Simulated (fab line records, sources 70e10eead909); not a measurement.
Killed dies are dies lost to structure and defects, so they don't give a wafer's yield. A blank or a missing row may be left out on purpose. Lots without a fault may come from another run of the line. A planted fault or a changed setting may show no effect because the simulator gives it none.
Which tool did it? | flow nand_harc | 6 lots, 18 wafers sampled, at 5 steps of a route of 1302

WHAT THE GAUGES READ, wafer by wafer
NHARC_END_SORT_01.
lot  | measured     | on        | killed_at_array
L853 | day 28 17:43 | prober-01 | 674 677 677

WHICH TOOL RAN EACH LOT (tool, then ch and the chambers of the sampled wafers, then the start)
lot  | NHARC_A_STAIRCASE_STRIP_295                   | NHARC_A_STAIRCASE_DEP_301       | NHARC_A_STAIRCASE_STRIP_316                   | NHARC_A_STAIRCASE_ETCHBACK_416
L844 | rie_diel-04 ch 1,2,3, day 18 00:22 or earlier | pecvd-01 ch 0,1,2, day 18 00:22 | rie_diel-07 ch 0,1,3, day 18 05:16 or earlier | rie_diel-04 ch 1,2,3, day 18 05:16
L853 | rie_diel-08 ch 1,2,3, day 21 16:46 or earlier | pecvd-03 ch 1,2, day 21 16:46   | rie_diel-07 ch 1,2,3, day 21 21:40 or earlier | rie_diel-07 ch 0,2,3, day 21 21:40
L856 | rie_diel-04 ch 1,2,3, day 22 15:14 or earlier | pecvd-02 ch 0,2, day 22 15:14   | rie_diel-04 ch 1,3, day 22 20:44 or earlier   | rie_diel-08 ch 0,2,3, day 22 20:44
L857 | rie_diel-07 ch 1,2,3, day 24 00:34 or earlier | pecvd-01 ch 0,1, day 24 00:34   | rie_diel-07 ch 0,2,3, day 24 06:04 or earlier | rie_diel-08 ch 0,1,2, day 24 06:04
L861 | rie_diel-08 ch 0,1,3, day 24 22:22 or earlier | pecvd-02 ch 0,2, day 24 22:22   | rie_diel-07 ch 0,1,2, day 25 04:20 or earlier | rie_diel-04 ch 0,2,3, day 25 04:20
L864 | rie_diel-08 ch 2,3, day 26 10:44 or earlier   | pecvd-01 ch 0,1, day 26 10:44   | rie_diel-04 ch 1,2,3, day 26 15:41 or earlier | rie_diel-07 ch 1,3, day 26 15:41
- NHARC_A_STAIRCASE_STRIP_295: strips in O2.
- NHARC_A_STAIRCASE_DEP_301: deposits SiON, target thk 30 nm.
- NHARC_A_STAIRCASE_STRIP_316: strips in O2.
- NHARC_A_STAIRCASE_ETCHBACK_416: etches the open film in C4F8/O2/Ar, target depth 36 nm, time 7.2 s.

THE ANSWER, worked out from the rows above alone
Rule: what is usual is taken from the lots themselves. Put in order of their means at a reading, lots are off if they are a third of the lots or fewer, leave a main group of 4 or more, and stand apart from it by a gap of 3 or more times the standard deviation of the main group's means; of several such gaps the widest counts. A main group whose means are all the same, to the digits that the tables above print for the reading, isn't used. A lot without any number at a reading at which 4 lots or more have one is off too. The other lots that the step has rows for count as sound.
No lot is off at any reading shown: from this, nothing can be told.

WHAT THE SIMULATOR HAD PUT IN
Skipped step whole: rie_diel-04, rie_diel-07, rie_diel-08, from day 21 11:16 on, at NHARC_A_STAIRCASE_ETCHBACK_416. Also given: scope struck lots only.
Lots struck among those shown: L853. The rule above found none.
